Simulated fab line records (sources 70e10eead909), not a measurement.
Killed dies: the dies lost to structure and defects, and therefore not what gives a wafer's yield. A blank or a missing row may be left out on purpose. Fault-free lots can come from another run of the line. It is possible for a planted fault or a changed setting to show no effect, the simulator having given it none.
Which tool did it? | flow nand-harc | Sampling: 22 lots, 66 wafers, 6 of 1159 route steps

## WHAT EACH GAUGE READ, for each wafer
The record holds no reading of a measuring or inspecting step that can be judged against a usual standard deviation.

## TOOL THAT RAN EACH LOT (tool first, then ch and the chambers of the sampled wafers, then the start)
lot  | NHARC_A_CHANNEL_HOLE_D1_ETCH_22  | NHARC_A_CHANNEL_HOLE_D1_ETCH_26  | NHARC_A_STAIRCASE_ETCH_19                     | NHARC_A_STAIRCASE_TRIM_24                     | NHARC_A_STAIRCASE_DESCUM_186       | NHARC_A_STAIRCASE_TRIM_187
L075 | har-etch-02 ch 0,1, day 8 14:32  | har-etch-02 ch 0,1, day 8 17:25  | rie-diel-07 ch 0,2, day 11 11:38 or earlier   | rie-diel-07 ch 1,2, day 11 11:38 or earlier   | rie-diel-09 ch 1,3, day 11 11:38   | rie-diel-09 ch 0,2, day 11 11:43
L074 | har-etch-01 ch 0,1, day 8 15:30  | har-etch-01 ch 0,1, day 8 18:24  | rie-diel-07 ch 1,2,3, day 11 07:59 or earlier | rie-diel-09 ch 0,1,2, day 11 07:59 or earlier | rie-diel-09 ch 0,1,2, day 11 07:59 | rie-diel-09 ch 0,2,3, day 11 08:04
L077 | har-etch-02 ch 0,1, day 8 23:41  | har-etch-02 ch 0,1, day 9 02:25  | rie-diel-07 ch 0,3, day 11 14:55 or earlier   | rie-diel-07 ch 0,2,3, day 11 14:55 or earlier | rie-diel-07 ch 0,3, day 11 14:55   | rie-diel-07 ch 1,2,3, day 11 15:02
L078 | har-etch-01 ch 0,1, day 9 02:37  | har-etch-01 ch 0,1, day 9 05:32  | rie-diel-06 ch 0,2,3, day 12 00:52 or earlier | rie-diel-06 ch 1,3, day 12 00:52 or earlier   | rie-diel-06 ch 0,2,3, day 12 00:52 | rie-diel-06 ch 0,3, day 12 00:58
L076 | har-etch-02 ch 0,1, day 9 06:10  | har-etch-02 ch 0,1, day 9 09:00  | rie-diel-06 ch 0,2, day 11 19:59 or earlier   | rie-diel-06 ch 1,2,3, day 11 19:59 or earlier | rie-diel-07 ch 0,2,3, day 11 19:59 | rie-diel-07 ch 0,2, day 11 20:09
L079 | har-etch-02 ch 0,1, day 9 10:27  | har-etch-02 ch 0,1, day 9 13:16  | rie-diel-07 ch 0,3, day 12 00:23 or earlier   | rie-diel-06 ch 2,3, day 12 00:23 or earlier   | rie-diel-09 ch 0,2, day 12 00:23   | rie-diel-09 ch 0,1, day 12 00:28
L081 | har-etch-02 ch 0,1, day 10 02:02 | har-etch-02 ch 0,1, day 10 04:53 | rie-diel-07 ch 1,2,3, day 12 16:29 or earlier | rie-diel-09 ch 1,2,3, day 12 16:29 or earlier | rie-diel-07 ch 0,1, day 12 16:29   | rie-diel-07 ch 0,2,3, day 12 16:45
L083 | har-etch-01 ch 0,1, day 10 02:09 | har-etch-01 ch 0,1, day 10 04:56 | rie-diel-09 ch 1,3, day 12 16:54 or earlier   | rie-diel-09 ch 0,1,2, day 12 16:54 or earlier | rie-diel-09 ch 0,2,3, day 12 16:54 | rie-diel-09 ch 1,2, day 12 17:00
L082 | har-etch-02 ch 0,1, day 10 06:12 | har-etch-02 ch 0,1, day 10 09:04 | rie-diel-09 ch 0,2,3, day 13 00:18 or earlier | rie-diel-07 ch 1,2, day 13 00:18 or earlier   | rie-diel-09 ch 0,1,3, day 13 00:18 | rie-diel-09 ch 0,3, day 13 00:25
L085 | har-etch-02 ch 0,1, day 10 23:02 | har-etch-02 ch 0,1, day 11 01:52 | rie-diel-06 ch 1,2, day 13 12:13 or earlier   | rie-diel-09 ch 0,3, day 13 12:13 or earlier   | rie-diel-07 ch 1,2, day 13 12:13   | rie-diel-07 ch 0,1, day 13 12:19
L084 | har-etch-01 ch 0,1, day 10 23:49 | har-etch-01 ch 0,1, day 11 02:40 | rie-diel-09 ch 0,1,2, day 13 12:37 or earlier | rie-diel-07 ch 0,1,3, day 13 12:37 or earlier | rie-diel-09 ch 0,2, day 13 12:37   | rie-diel-09 ch 0,2,3, day 13 12:43
L087 | har-etch-01 ch 0,1, day 11 12:22 | har-etch-01 ch 0,1, day 11 15:13 | rie-diel-09 ch 1,2,3, day 14 02:10 or earlier | rie-diel-09 ch 0,1, day 14 02:10 or earlier   | rie-diel-09 ch 1,2, day 14 02:10   | rie-diel-09 ch 0,3, day 14 02:24
L086 | har-etch-02 ch 0,1, day 11 14:47 | har-etch-02 ch 0,1, day 11 17:37 | rie-diel-09 ch 0,3, day 14 02:01 or earlier   | rie-diel-09 ch 0,1,3, day 14 02:01 or earlier | rie-diel-06 ch 0,1,3, day 14 02:01 | rie-diel-06 ch 0,3, day 14 02:06
L089 | har-etch-02 ch 0,1, day 12 10:22 | har-etch-02 ch 0,1, day 12 13:18 | rie-diel-07 ch 1,2,3, day 14 23:25 or earlier | rie-diel-07 ch 0,1,2, day 14 23:25 or earlier | rie-diel-09 ch 0,2,3, day 14 23:25 | rie-diel-09 ch 0,2, day 14 23:34
L090 | har-etch-01 ch 0,1, day 12 10:33 | har-etch-01 ch 0,1, day 12 13:28 | rie-diel-06 ch 1,3, day 15 01:00 or earlier   | rie-diel-06 ch 1,2, day 15 01:00 or earlier   | rie-diel-07 ch 1,2,3, day 15 01:00 | rie-diel-07 ch 0,2,3, day 15 01:06
L088 | har-etch-02 ch 0,1, day 12 14:39 | har-etch-02 ch 0,1, day 12 17:29 | rie-diel-07 ch 0,3, day 15 07:08 or earlier   | rie-diel-07 ch 1,3, day 15 07:08 or earlier   | rie-diel-07 ch 1,3, day 15 07:08   | rie-diel-07 ch 1,3, day 15 07:13
L093 | har-etch-01 ch 0,1, day 12 20:02 | har-etch-01 ch 0,1, day 12 22:44 | rie-diel-09 ch 0,2,3, day 15 12:04 or earlier | rie-diel-09 ch 0,1,3, day 15 12:04 or earlier | rie-diel-07 ch 0,3, day 15 12:04   | rie-diel-07 ch 0,1, day 15 12:11
L091 | har-etch-02 ch 0,1, day 12 20:08 | har-etch-02 ch 0,1, day 12 22:55 | rie-diel-06 ch 1,3, day 15 10:44 or earlier   | rie-diel-07 ch 0,1, day 15 10:44 or earlier   | rie-diel-09 ch 0,2,3, day 15 10:44 | rie-diel-09 ch 0,2,3, day 15 10:50
L092 | har-etch-01 ch 0,1, day 13 00:05 | har-etch-01 ch 0,1, day 13 02:53 | rie-diel-06 ch 1,2, day 15 16:07 or earlier   | rie-diel-06 ch 1,2, day 15 16:07 or earlier   | rie-diel-07 ch 1,3, day 15 16:07   | rie-diel-07 ch 1,3, day 15 16:15
L095 | har-etch-01 ch 0,1, day 13 09:28 | har-etch-01 ch 0,1, day 13 12:17 | rie-diel-07 ch 1,3, day 15 21:58 or earlier   | rie-diel-07 ch 1,3, day 15 21:58 or earlier   | rie-diel-06 ch 1,2,3, day 15 21:58 | rie-diel-06 ch 1,3, day 15 22:22
L096 | har-etch-02 ch 0,1, day 13 16:50 | har-etch-02 ch 0,1, day 13 19:38 | rie-diel-06 ch 2,3, day 16 05:00 or earlier   | rie-diel-07 ch 1,3, day 16 05:00 or earlier   | rie-diel-07 ch 1,2, day 16 05:00   | rie-diel-07 ch 0,1,3, day 16 05:07
L097 | har-etch-02 ch 0,1, day 14 06:20 | har-etch-02 ch 0,1, day 14 09:07 | rie-diel-06 ch 0,3, day 16 21:56 or earlier   | rie-diel-09 ch 0,1, day 16 21:56 or earlier   | rie-diel-07 ch 0,1,3, day 16 21:56 | rie-diel-07 ch 0,1,3, day 16 22:05
- NHARC_A_CHANNEL_HOLE_D1_ETCH_22: etches the open film in C4F8/O2/Ar, time 666.7 s, target depth 1600 nm.
- NHARC_A_CHANNEL_HOLE_D1_ETCH_26: etches the open film in C4F8/O2/Ar, time 224.1 s, target depth 300 nm.
- NHARC_A_STAIRCASE_ETCH_19: etches the open film in C4F8/O2, target depth 100 nm, time 40.5 s.
- NHARC_A_STAIRCASE_TRIM_24: chemistry O2, time 211.2 s.
- NHARC_A_STAIRCASE_DESCUM_186: chemistry O2, time 3 s.
- NHARC_A_STAIRCASE_TRIM_187: chemistry O2, time 211.2 s.

## WHAT THE TOOLS THEMSELVES READ (means of the sampled wafers that have a number; where no wafer has one, the mark that the record gives instead)
NHARC_A_CHANNEL_HOLE_D1_ETCH_22.
lot  | tool        | c4f8-flow-sccm (sccm) | drypump-motor-current-A (A) | showerhead-plenum-p-Torr (Torr) | throttle-valve-pct (%)
L075 | har-etch-02 | 89.35                 | 5.8                         | 3.66                            | 32.152
L074 | har-etch-01 | 89.17                 | 5.5                         | 3.60                            | 32.142
L077 | har-etch-02 | 89.21                 | 5.4                         | 3.76                            | 32.155
L078 | har-etch-01 | 89.25                 | 5.5                         | 3.58                            | 32.166
L076 | har-etch-02 | 89.59                 | 5.8                         | 3.66                            | 32.145
L079 | har-etch-02 | 89.20                 | 5.8                         | 3.65                            | 32.159
L081 | har-etch-02 | 89.47                 | 5.8                         | 3.65                            | 32.157
L083 | har-etch-01 | 89.31                 | 5.5                         | 3.58                            | 32.162
L082 | har-etch-02 | 89.44                 | 5.8                         | 3.65                            | 32.157
L085 | har-etch-02 | 89.13                 | 5.4                         | 3.75                            | 32.164
L084 | har-etch-01 | 89.20                 | 5.6                         | 3.59                            | 32.153
L087 | har-etch-01 | 89.21                 | 5.5                         | 3.57                            | 32.155
L086 | har-etch-02 | 89.26                 | 5.8                         | 3.64                            | 32.155
L089 | har-etch-02 | 89.26                 | 5.5                         | 3.74                            | 32.150
L090 | har-etch-01 | 89.45                 | 5.5                         | 3.57                            | 32.160
L088 | har-etch-02 | 89.26                 | 5.8                         | 3.64                            | 32.153
L093 | har-etch-01 | 89.29                 | 5.5                         | 3.57                            | 32.157
L091 | har-etch-02 | 89.00                 | 5.4                         | 3.74                            | 32.157
L092 | har-etch-01 | 89.50                 | 5.5                         | 3.58                            | 32.150
L095 | har-etch-01 | 89.60                 | 5.5                         | 3.56                            | 32.163
L096 | har-etch-02 | 89.15                 | 5.4                         | 3.73                            | 32.161
L097 | har-etch-02 | 89.14                 | 5.8                         | 3.62                            | 32.153

NHARC_A_CHANNEL_HOLE_D1_ETCH_26.
lot  | tool        | c4f8-flow-sccm (sccm) | drypump-motor-current-A (A) | showerhead-plenum-p-Torr (Torr) | throttle-valve-pct (%)
L075 | har-etch-02 | 11.34                 | 5.8                         | 3.70                            | 24.586
L074 | har-etch-01 | 11.38                 | 5.6                         | 3.64                            | 24.583
L077 | har-etch-02 | 11.40                 | 5.4                         | 3.81                            | 24.576
L078 | har-etch-01 | 11.37                 | 5.5                         | 3.62                            | 24.588
L076 | har-etch-02 | 11.41                 | 5.8                         | 3.69                            | 24.577
L079 | har-etch-02 | 11.37                 | 5.8                         | 3.69                            | 24.582
L081 | har-etch-02 | 11.38                 | 5.8                         | 3.69                            | 24.589
L083 | har-etch-01 | 11.41                 | 5.5                         | 3.62                            | 24.588
L082 | har-etch-02 | 11.35                 | 5.8                         | 3.69                            | 24.583
L085 | har-etch-02 | 11.42                 | 5.4                         | 3.80                            | 24.586
L084 | har-etch-01 | 11.38                 | 5.6                         | 3.63                            | 24.571
L087 | har-etch-01 | 11.38                 | 5.5                         | 3.61                            | 24.593
L086 | har-etch-02 | 11.43                 | 5.8                         | 3.68                            | 24.583
L089 | har-etch-02 | 11.38                 | 5.4                         | 3.79                            | 24.584
L090 | har-etch-01 | 11.42                 | 5.5                         | 3.61                            | 24.587
L088 | har-etch-02 | 11.39                 | 5.8                         | 3.67                            | 24.588
L093 | har-etch-01 | 11.37                 | 5.5                         | 3.60                            | 24.579
L091 | har-etch-02 | 11.39                 | 5.4                         | 3.79                            | 24.600
L092 | har-etch-01 | 11.43                 | 5.6                         | 3.62                            | 24.589
L095 | har-etch-01 | 11.38                 | 5.5                         | 3.60                            | 24.581
L096 | har-etch-02 | 11.40                 | 5.4                         | 3.78                            | 24.586
L097 | har-etch-02 | 11.43                 | 5.8                         | 3.66                            | 24.583

NHARC_A_STAIRCASE_ETCH_19.
lot  | tool        | oes-product-au (a.u.) | rf-vpp-V (V)
L075 | rie-diel-07 | 0.949                 | 895
L074 | rie-diel-07 | 0.949                 | 897
L077 | rie-diel-07 | 0.956                 | 894
L078 | rie-diel-06 | 0.926                 | 895
L076 | rie-diel-06 | 0.942                 | 895
L079 | rie-diel-07 | 0.938                 | 897
L081 | rie-diel-07 | 0.946                 | 896
L083 | rie-diel-09 | 0.953                 | 897
L082 | rie-diel-09 | 0.942                 | 897
L085 | rie-diel-06 | 0.936                 | 895
L084 | rie-diel-09 | 0.946                 | 898
L087 | rie-diel-09 | 0.938                 | 899
L086 | rie-diel-09 | 0.931                 | 896
L089 | rie-diel-07 | 0.946                 | 896
L090 | rie-diel-06 | 0.935                 | 893
L088 | rie-diel-07 | 0.943                 | 892
L093 | rie-diel-09 | 0.938                 | 897
L091 | rie-diel-06 | 0.943                 | 896
L092 | rie-diel-06 | 0.919                 | 893
L095 | rie-diel-07 | 0.942                 | 894
L096 | rie-diel-06 | 0.948                 | 899
L097 | rie-diel-06 | 0.929                 | 894

NHARC_A_STAIRCASE_TRIM_24.
lot  | tool        | drypump-motor-current-A (A) | oes-product-au (a.u.) | rf-vpp-V (V) | showerhead-plenum-p-Torr (Torr) | throttle-valve-pct (%)
L075 | rie-diel-07 | 5.8                         | 1.008                 | 57.6         | 3.57                            | 17.036
L074 | rie-diel-09 | 5.6                         | 1.004                 | 57.4         | 3.57                            | 17.043
L077 | rie-diel-07 | 6.2                         | 1.013                 | 56.8         | 3.56                            | 17.048
L078 | rie-diel-06 | 6.1                         | 0.997                 | 58.4         | 3.53                            | 17.042
L076 | rie-diel-06 | 5.7                         | 0.992                 | 57.6         | 3.54                            | 17.038
L079 | rie-diel-06 | 5.4                         | 1.003                 | 58.0         | 3.60                            | 17.036
L081 | rie-diel-09 | 6.1                         | 0.998                 | 57.9         | 3.59                            | 17.039
L083 | rie-diel-09 | 5.6                         | 1.006                 | 57.8         | 3.57                            | 17.039
L082 | rie-diel-07 | 5.8                         | 1.008                 | 57.8         | 3.44                            | 17.034
L085 | rie-diel-09 | 5.3                         | 0.993                 | 57.5         | 3.53                            | 17.037
L084 | rie-diel-07 | 6.3                         | 1.009                 | 57.7         | 3.44                            | 17.043
L087 | rie-diel-09 | 5.5                         | 0.997                 | 57.8         | 3.56                            | 17.034
L086 | rie-diel-09 | 5.7                         | 1.000                 | 58.8         | 3.56                            | 17.041
L089 | rie-diel-07 | 6.0                         | 1.015                 | 57.7         | 3.45                            | 17.032
L090 | rie-diel-06 | 5.7                         | 1.001                 | 56.9         | 3.48                            | 17.031
L088 | rie-diel-07 | 6.0                         | 1.018                 | 58.2         | 3.41                            | 17.021
L093 | rie-diel-09 | 5.7                         | 1.003                 | 58.4         | 3.55                            | 17.030
L091 | rie-diel-07 | 6.0                         | 1.003                 | 57.3         | 3.34                            | 17.033
L092 | rie-diel-06 | 5.7                         | 0.992                 | 57.5         | 3.47                            | 17.041
L095 | rie-diel-07 | 6.2                         | 0.999                 | 58.3         | 3.49                            | 17.033
L096 | rie-diel-07 | 6.2                         | 1.007                 | 56.9         | 3.49                            | 17.037
L097 | rie-diel-09 | 5.1                         | 0.999                 | 58.4         | 3.52                            | 17.038

NHARC_A_STAIRCASE_DESCUM_186.
lot  | tool        | drypump-motor-current-A (A) | oes-product-au (a.u.) | rf-vpp-V (V) | showerhead-plenum-p-Torr (Torr) | throttle-valve-pct (%)
L075 | rie-diel-09 | 5.9                         | 0.989                 | 58.6         | 1.95                            | 11.303
L074 | rie-diel-09 | 5.6                         | 1.004                 | 57.9         | 1.94                            | 11.320
L077 | rie-diel-07 | 6.5                         | 1.010                 | 58.0         | 1.88                            | 11.300
L078 | rie-diel-06 | 5.6                         | 1.003                 | 57.2         | 1.89                            | 11.312
L076 | rie-diel-07 | 6.2                         | 1.008                 | 57.4         | 1.93                            | 11.316
L079 | rie-diel-09 | 5.3                         | 1.005                 | 57.5         | 1.93                            | 11.313
L081 | rie-diel-07 | 6.3                         | 1.015                 | 57.5         | 1.82                            | 11.316
L083 | rie-diel-09 | 5.8                         | 0.999                 | 57.2         | 1.94                            | 11.318
L082 | rie-diel-09 | 5.6                         | 0.998                 | 58.1         | 1.93                            | 11.300
L085 | rie-diel-07 | 5.8                         | 1.014                 | 57.1         | 1.93                            | 11.310
L084 | rie-diel-09 | 5.3                         | 1.001                 | 57.6         | 1.92                            | 11.330
L087 | rie-diel-09 | 6.1                         | 1.004                 | 58.2         | 1.95                            | 11.309
L086 | rie-diel-06 | 5.9                         | 1.006                 | 57.8         | 1.86                            | 11.316
L089 | rie-diel-09 | 5.8                         | 1.006                 | 58.0         | 1.93                            | 11.305
L090 | rie-diel-07 | 6.0                         | 1.008                 | 58.5         | 1.91                            | 11.310
L088 | rie-diel-07 | 6.0                         | 1.004                 | 57.3         | 1.84                            | 11.307
L093 | rie-diel-07 | 6.5                         | 1.014                 | 57.6         | 1.87                            | 11.302
L091 | rie-diel-09 | 5.8                         | 1.005                 | 58.0         | 1.93                            | 11.313
L092 | rie-diel-07 | 5.9                         | 1.006                 | 57.4         | 1.84                            | 11.314
L095 | rie-diel-06 | 5.7                         | 0.995                 | 57.3         | 1.91                            | 11.304
L096 | rie-diel-07 | 5.8                         | 1.009                 | 58.0         | 1.92                            | 11.311
L097 | rie-diel-07 | 6.2                         | 1.011                 | 58.0         | 1.85                            | 11.318

NHARC_A_STAIRCASE_TRIM_187.
lot  | tool        | drypump-motor-current-A (A) | oes-product-au (a.u.) | rf-vpp-V (V) | showerhead-plenum-p-Torr (Torr) | throttle-valve-pct (%)
L075 | rie-diel-09 | 5.8                         | 1.013                 | 57.1         | 3.57                            | 17.048
L074 | rie-diel-09 | 5.8                         | 0.997                 | 57.7         | 3.57                            | 17.039
L077 | rie-diel-07 | 6.0                         | 1.005                 | 57.3         | 3.54                            | 17.041
L078 | rie-diel-06 | 6.0                         | 1.000                 | 57.4         | 3.49                            | 17.033
L076 | rie-diel-07 | 6.3                         | 1.002                 | 57.6         | 3.49                            | 17.037
L079 | rie-diel-09 | 5.5                         | 0.992                 | 58.4         | 3.57                            | 17.034
L081 | rie-diel-07 | 6.3                         | 1.009                 | 57.7         | 3.55                            | 17.042
L083 | rie-diel-09 | 5.9                         | 0.999                 | 57.6         | 3.59                            | 17.046
L082 | rie-diel-09 | 5.9                         | 0.992                 | 57.2         | 3.56                            | 17.038
L085 | rie-diel-07 | 6.3                         | 1.010                 | 56.6         | 3.37                            | 17.032
L084 | rie-diel-09 | 5.8                         | 1.004                 | 58.3         | 3.56                            | 17.044
L087 | rie-diel-09 | 5.3                         | 1.001                 | 58.2         | 3.53                            | 17.036
L086 | rie-diel-06 | 5.8                         | 1.003                 | 56.7         | 3.38                            | 17.038
L089 | rie-diel-09 | 5.7                         | 1.006                 | 58.0         | 3.56                            | 17.029
L090 | rie-diel-07 | 6.2                         | 0.995                 | 57.7         | 3.54                            | 17.032
L088 | rie-diel-07 | 6.0                         | 1.017                 | 57.7         | 3.41                            | 17.032
L093 | rie-diel-07 | 6.0                         | 1.010                 | 58.2         | 3.34                            | 17.035
L091 | rie-diel-09 | 5.8                         | 1.002                 | 57.2         | 3.55                            | 17.030
L092 | rie-diel-07 | 6.2                         | 1.007                 | 57.9         | 3.49                            | 17.042
L095 | rie-diel-06 | 6.1                         | 1.010                 | 58.3         | 3.46                            | 17.032
L096 | rie-diel-07 | 6.2                         | 1.007                 | 57.6         | 3.43                            | 17.031
L097 | rie-diel-07 | 6.3                         | 1.007                 | 57.2         | 3.42                            | 17.035

## THE ANSWER, worked out from the rows above alone
Rule: the lots themselves supply what counts as usual. The widest of any qualifying gaps counts: lots, ordered by their means at a reading, are off when they make up no more than a third of the lots, leave a main group of 4 or more, and stand apart from it by 3 or more times the standard deviation of that group's means. The tables above print the reading to a certain number of digits; a main group whose means all agree to those digits is not used. Also off: a lot with no number at a reading for which 4 or more lots have one. All remaining lots with rows at the step are treated as sound. Order of review: gauges by route order, followed by the tools' own readings, for which a lot's mean as printed above is used. The first step at which some lot is off is used, and at that step the reading that is off furthest; a lot without a number counts as furthest.
Nothing can be told from this: no lot is off at any reading shown.

## WHAT THE SIMULATOR PUT IN
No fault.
